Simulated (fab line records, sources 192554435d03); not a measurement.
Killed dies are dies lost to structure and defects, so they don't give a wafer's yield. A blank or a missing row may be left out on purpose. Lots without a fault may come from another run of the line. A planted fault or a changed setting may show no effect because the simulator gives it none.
Split-lot experiment | flow n5_finfet | 7 lots, 21 wafers read, on a route of 1938 steps

THE SPLIT
At N5_BEOL_M15_ETCH_59 (etches BARC in N2/H2, target depth 89 nm, overetch 26.7 nm, time 67.9 s), the setting time_s was moved away from the recipe's 67.9 s on 7 of the 21 wafers read, by -22.5% to +19.2%. The other wafers ran this setting at the recipe's value.

The reading is taken at the split's own step.

THE READING
coat_of_BEOL_M15_COAT_04.thk_nm (the simulator's own value, which no gauge read), in nm, at N5_BEOL_M15_ETCH_59 (etches BARC in N2/H2, target depth 89 nm, overetch 26.7 nm, time 67.9 s). The file gives no usual value for it. The 14 wafers here that ran the recipe average 719.1 nm, standard deviation 2.8 nm.

wafer  | tool, chamber at the split | time_s as run, s | against the recipe | coat_of_BEOL_M15_COAT_04.thk_nm, nm | against lot-mates on the recipe
L075.1 | rie_diel-02, 2             | 67.9             | recipe             | 721                                 | -
L075.2 | rie_diel-02, 1             | 67.9             | recipe             | 725                                 | -
L075.6 | rie_diel-02, 2             | 67.9             | recipe             | 720.6                               | -
L083.1 | rie_diel-02, 0             | 67.9             | recipe             | 719.4                               | -
L083.3 | rie_diel-02, 2             | 67.9             | recipe             | 716                                 | -
L083.5 | rie_diel-02, 3             | 79.1             | +16.5%             | 709.4                               | -8.3
L092.1 | rie_diel-02, 3             | 80.94            | +19.2%             | 702.8                               | -11.0
L092.3 | rie_diel-02, 1             | 67.9             | recipe             | 713.8                               | -
L092.4 | rie_diel-02, 2             | 80.94            | +19.2%             | 700.4                               | -13.4
L091.1 | rie_diel-04, 1             | 67.9             | recipe             | 718                                 | -
L091.2 | rie_diel-04, 3             | 67.9             | recipe             | 720.2                               | -
L091.3 | rie_diel-04, 0             | 55.55            | -18.2%             | 728.6                               | +9.5
L095.3 | rie_diel-03, 1             | 67.9             | recipe             | 723                                 | -
L095.4 | rie_diel-03, 2             | 67.9             | recipe             | 720                                 | -
L095.5 | rie_diel-03, 3             | 52.64            | -22.5%             | 739.6                               | +18.1
L096.1 | rie_diel-03, 0             | 67.9             | recipe             | 716.8                               | -
L096.4 | rie_diel-03, 3             | 67.9             | recipe             | 717.8                               | -
L096.5 | rie_diel-03, 3             | 67.9             | recipe             | 719.8                               | -
L097.1 | rie_diel-02, 2             | 72.52            | +6.8%              | 712.6                               | -3.6
L097.4 | rie_diel-02, 3             | 72.52            | +6.8%              | 710                                 | -6.2
L097.6 | rie_diel-02, 0             | 67.9             | recipe             | 716.2                               | -

THE FIT
A straight line over all 21 wafers: coat_of_BEOL_M15_COAT_04.thk_nm changes by -0.806 nm for each +1% of time_s; r = -0.93; the points scatter about the line by 3.1 nm.
The same after taking each lot's own level away (the mean of its wafers on the recipe; 21 wafers): -0.648 nm for each +1%; r = -0.96; scatter 1.8 nm.
On that fit, the largest move of time_s shifts the reading by 15 nm.
The lots' own levels span 713.80 to 722.20 nm, that is 3.0 times the standard deviation above.
So the lot-to-lot level changes the slope: the two fits differ.
Check: with one of the wafers moved furthest among these (-22.5%) left out of the fit, the line predicts +12.9 nm for it against its lot-mates. It came out at +18.1 nm against them.

OTHER SPLITS ON THESE WAFERS
These wafers also went through other splits before the reading. Each is held against what the fit with the lots' levels taken away leaves over:
other split on the same wafers | wafers away from the commonest value | r with coat_of_BEOL_M15_COAT_04.thk_nm (lot level and that fit taken away)
N5_BEOL_M14_PEB_26 peb_temp_c  | 7                                    | -0.03

THE FILE'S OWN FIT
coat_of_BEOL_M15_COAT_04.thk_nm changes by -0.646 nm for each +1% of time_s, r = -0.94.
